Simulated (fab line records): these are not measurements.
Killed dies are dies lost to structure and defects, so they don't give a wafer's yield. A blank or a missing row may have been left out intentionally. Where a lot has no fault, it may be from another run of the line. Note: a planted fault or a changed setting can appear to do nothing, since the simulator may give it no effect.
Matching of chambers / flow n5-finfet / 4 sister chambers for N5_BEOL_M8_VIA_ETCH_34 on rie-diel-05
The step etches SiCOH lowk in C4F6/O2, target depth 125.5 nm, time 50.5 s. 4 wafers are shown with their chamber, then 7 later ones without.

EACH WAFER AND ITS CHAMBER
wafer=L082.1; chamber=0; showerhead-plenum-p-Torr (Torr)=2.76
wafer=L082.4; chamber=2; showerhead-plenum-p-Torr (Torr)=3.01
wafer=L089.2; chamber=1; showerhead-plenum-p-Torr (Torr)=2.74
wafer=L089.3; chamber=3; showerhead-plenum-p-Torr (Torr)=2.99

WAFERS WITHOUT THEIR CHAMBER
wafer=L089.4; showerhead-plenum-p-Torr (Torr)=2.75
wafer=L091.3; showerhead-plenum-p-Torr (Torr)=2.75
wafer=L091.5; showerhead-plenum-p-Torr (Torr)=3.00
wafer=L091.6; showerhead-plenum-p-Torr (Torr)=2.74
wafer=L097.2; showerhead-plenum-p-Torr (Torr)=2.75
wafer=L097.4; showerhead-plenum-p-Torr (Torr)=2.98
wafer=L097.5; showerhead-plenum-p-Torr (Torr)=2.73

WHICH CHAMBER EACH WENT THROUGH
wafer=L089.4; from the rows above=can't be placed: 0 or 1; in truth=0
wafer=L091.3; from the rows above=can't be placed: 0 or 1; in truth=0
wafer=L091.5; from the rows above=can't be placed: 2 or 3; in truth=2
wafer=L091.6; from the rows above=1; in truth=1
wafer=L097.2; from the rows above=can't be placed: 0 or 1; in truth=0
wafer=L097.4; from the rows above=3; in truth=3
wafer=L097.5; from the rows above=1; in truth=1
Correctly placed: 3 of 7. These rows do not allow placing 4 (true chamber among the candidates in 4). Placed wrongly: 0.
How it was worked out, from the rows above alone: a wafer's distance from a chamber is the root of the sum, over the readings, of the square of ((its reading less the chamber's mean) divided by the reading's scatter). The wafer belongs to the nearest chamber; if the next one is less than 2 further off, it can't be placed. For every chamber, the mean is computed from those of its wafers that are shown. The scatter (one wafer shown for each chamber): square how far every hidden wafer sits from the nearest shown wafer, average those squares and take the square root.
